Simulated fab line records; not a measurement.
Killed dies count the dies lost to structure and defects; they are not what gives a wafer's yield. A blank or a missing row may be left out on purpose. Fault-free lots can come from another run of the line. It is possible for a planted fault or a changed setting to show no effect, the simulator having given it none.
Matching of chambers	flow nand-harc	3 sister chambers for NHARC_A_STAIRCASE_DEP_417 on pecvd-02
The step deposits Si3N4, target thk 60 nm. 6 wafers are shown with their chamber, then 7 later ones without.

## EACH WAFER AND ITS CHAMBER
wafer	chamber	heater-power-w (W)	susceptor-temp-C (C)
L087.2	1	822	400.27
L091.1	0	898	399.80
L091.4	2	694	399.80
L091.6	1	783	400.19
L090.2	2	829	399.72
L090.3	0	895	400.09

## WAFERS WITHOUT THEIR CHAMBER
wafer	heater-power-w (W)	susceptor-temp-C (C)
L090.6	906	399.95
L096.1	767	400.21
L096.4	815	400.23
L096.5	848	400.06
L095.2	789	399.90
L095.4	680	400.15
L095.5	987	400.35

## CHAMBER TAKEN BY EACH
wafer	from the rows above	in truth
L090.6	0	0
L096.1	1	1
L096.4	1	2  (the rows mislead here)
L096.5	can't be placed: 0 or 1 or 2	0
L095.2	can't be placed: 2 or 0 or 1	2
L095.4	can't be placed: 1 or 2 or 0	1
L095.5	can't be placed: 1 or 0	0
Correctly placed: 2 of 7. From these rows, 4 cannot be placed; in 4 the true chamber is one of the candidates. 1 placed wrongly.
How it was worked out, from the rows above alone: a wafer's distance from a chamber is the root of the sum, over the readings, of the square of ((its reading less the chamber's mean) divided by the reading's scatter). The wafer belongs to the nearest chamber; if the next one is less than 2 further off, it can't be placed. A chamber's mean is the mean of its shown wafers. The scatter is the square root of a quotient: the sum, over the shown wafers, of each reading's squared deviation from its chamber's mean, divided by wafers minus chambers.
